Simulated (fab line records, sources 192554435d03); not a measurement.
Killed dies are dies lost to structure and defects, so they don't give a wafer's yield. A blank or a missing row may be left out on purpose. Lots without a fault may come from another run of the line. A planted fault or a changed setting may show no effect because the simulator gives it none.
Chamber matching | flow n5_finfet | N5_BEOL_M1_STRIP_66 on rie_diel-03: 4 sister chambers
The step strips in CF4. 7 wafers are shown with their chamber, then 8 later ones without.

WAFERS WITH THEIR CHAMBER
wafer  | chamber | throttle_valve_pct (%) | showerhead_plenum_p_Torr (Torr)
L079.4 | 3       | 13.2                   | 1.82
L081.4 | 2       | 13.5                   | 1.80
L082.1 | 1       | 14.0                   | 1.87
L082.2 | 3       | 13.2                   | 1.82
L083.5 | 1       | 14.0                   | 1.87
L083.6 | 0       | 13.3                   | 1.80
L089.1 | 0       | 13.4                   | 1.79

WAFERS WITHOUT THEIR CHAMBER
wafer  | throttle_valve_pct (%) | showerhead_plenum_p_Torr (Torr)
L089.2 | 14.1                   | 1.86
L089.3 | 13.2                   | 1.82
L090.3 | 13.2                   | 1.82
L090.4 | 13.5                   | 1.79
L090.6 | 14.1                   | 1.86
L093.1 | 13.2                   | 1.81
L093.5 | 14.1                   | 1.86
L093.6 | 13.4                   | 1.79

WHICH CHAMBER EACH WENT THROUGH
wafer  | from the rows above     | in truth
L089.2 | 1                       | 1
L089.3 | 3                       | 3
L090.3 | 3                       | 3
L090.4 | can't be placed: 2 or 0 | 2
L090.6 | 1                       | 1
L093.1 | 3                       | 3
L093.5 | 1                       | 1
L093.6 | can't be placed: 0 or 2 | 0
Placed correctly: 6 of 8. Can't be placed from these rows: 2 (the true chamber is among the candidates in 2). Placed wrongly: 0.
How it was worked out, from the rows above alone: a wafer's distance from a chamber is the root of the sum, over the readings, of the square of ((its reading less the chamber's mean) divided by the reading's scatter). The wafer belongs to the nearest chamber; if the next one is less than 2 further off, it can't be placed. A chamber's mean is the mean of its shown wafers. The scatter: the root of (the sum of the squares of (reading less its chamber's mean) over the shown wafers, divided by (wafers less chambers)).
